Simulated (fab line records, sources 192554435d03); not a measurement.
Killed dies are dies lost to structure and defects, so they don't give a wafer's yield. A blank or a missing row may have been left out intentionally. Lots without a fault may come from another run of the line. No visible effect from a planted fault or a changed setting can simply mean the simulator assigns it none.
Matching of chambers    flow n5 finfet    N5_SD_EPI_N_ETCHBACK_44 on rie diel-06: 4 sister chambers
The step etches SiNx in CH3F/O2, stops on SiO2, target depth 14.5 nm. 16 wafers are shown with their chamber, then 8 later ones without.

## WAFERS WITH THEIR CHAMBER
wafer   chamber  drypump motor current A (A)  showerhead plenum p Torr (Torr)  throttle valve pct (%)
L074.2  3        5.26                         1.92                             16.02
L074.3  0        5.81                         2.09                             16.40
L074.5  2        6.27                         1.91                             16.61
L077.1  2        6.25                         1.91                             16.62
L077.2  0        5.82                         2.09                             16.41
L077.3  1        5.43                         2.00                             16.61
L079.1  0        5.82                         2.09                             16.42
L079.4  2        6.26                         1.90                             16.64
L079.5  3        5.25                         1.91                             16.06
L082.2  0        5.80                         2.09                             16.42
L082.3  1        5.45                         2.00                             16.66
L082.5  3        5.26                         1.91                             16.06
L089.1  0        5.82                         2.08                             16.45
L089.2  1        5.42                         1.99                             16.67
L089.6  0        5.81                         2.08                             16.44
L090.3  0        5.80                         2.08                             16.47

SIGNATURES (means of the wafers above)
reading                   chamber 0  chamber 1  chamber 2  chamber 3  scatter within a chamber
drypump motor current A   5.8114     5.4333     6.2600     5.2567     0.0101
showerhead plenum p Torr  2.0857     1.9967     1.9067     1.9133     0.00556
throttle valve pct        16.4300    16.6467    16.6233    16.0467    0.0245
Rule: for each reading, subtract the chamber's mean from the wafer's reading, divide by that reading's scatter and square the result; add these up over the readings and take the root, which gives the wafer's distance from the chamber. If the next closest chamber is less than 2 further off than the closest, the wafer can't be placed; otherwise it belongs to the closest. How the scatter is found: for the shown wafers, subtract from each reading the mean of its chamber, square and add these, divide the total by (wafers less chambers), then take the root.

## WAFERS MISSING THEIR CHAMBER
wafer   drypump motor current A (A)  showerhead plenum p Torr (Torr)  throttle valve pct (%)
L090.4  5.22                         1.91                             16.09
L090.5  5.42                         1.99                             16.68
L091.2  6.27                         1.90                             16.69
L091.3  5.80                         2.08                             16.46
L091.6  5.44                         1.99                             16.70
L097.1  5.40                         1.99                             16.72
L097.4  5.42                         1.99                             16.70
L097.6  5.79                         2.07                             16.49

## CHAMBER TAKEN BY EACH
wafer   from the rows above  in truth
L090.4  3                    3
L090.5  1                    1
L091.2  2                    2
L091.3  0                    0
L091.6  1                    1
L097.1  1                    1
L097.4  1                    1
L097.6  0                    0
Correct placement for 8 of the 8. Left unplaced by these rows: 0. Wrongly placed: 0.
